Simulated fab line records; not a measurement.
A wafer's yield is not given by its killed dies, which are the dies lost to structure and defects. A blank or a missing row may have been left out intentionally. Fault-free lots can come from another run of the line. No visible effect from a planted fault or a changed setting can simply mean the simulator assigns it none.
Chamber matching    flow nand harc    NHARC_P_STI_CMP_21 on cmp-01: 4 sister chambers
The step polishes, t overpolish 20 s, target thk 380.67 nm. 8 wafers are shown with their chamber, then 8 later ones without.

## EACH WAFER AND ITS CHAMBER
wafer   chamber  motor current A (A)  slurry flow ml min
L075.5  1        10.6                 150.7
L085.2  0        13.1                 150.1
L085.3  2        10.3                 149.9
L085.4  1        11.3                 150.7
L086.2  0        13.7                 149.4
L086.4  3        12.6                 150.2
L086.5  3        12.7                 150.4
L089.1  2        11.0                 149.1

## WAFERS WHOSE CHAMBER IS MISSING
wafer   motor current A (A)  slurry flow ml min
L089.2  13.7                 150.6
L089.5  11.5                 150.0
L090.2  12.4                 149.9
L090.5  13.2                 150.4
L090.6  11.0                 150.1
L096.2  13.7                 150.3
L096.3  13.1                 150.3
L096.6  11.0                 150.4

## CHAMBER TAKEN BY EACH
wafer   from the rows above           in truth
L089.2  can't be placed: 0 or 3       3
L089.5  can't be placed: 1 or 2 or 3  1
L090.2  can't be placed: 3 or 0       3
L090.5  can't be placed: 3 or 0       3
L090.6  can't be placed: 1 or 2       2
L096.2  can't be placed: 0 or 3       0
L096.3  can't be placed: 3 or 0       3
L096.6  can't be placed: 1 or 2       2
Correctly placed: 0 of 8. Cannot be placed on the basis of these rows: 8; the candidates contain the true chamber in 8. 0 placed wrongly.
How it was worked out, from the rows above alone: a wafer's distance from a chamber is the root of the sum, over the readings, of the square of ((its reading less the chamber's mean) divided by the reading's scatter). The wafer belongs to the nearest chamber; if the next one is less than 2 further off, it can't be placed. Each chamber's mean is taken over the wafers shown for it. The scatter: take each reading less its chamber's mean, square it, sum over the shown wafers, divide by the number of wafers less the number of chambers, and take the root.
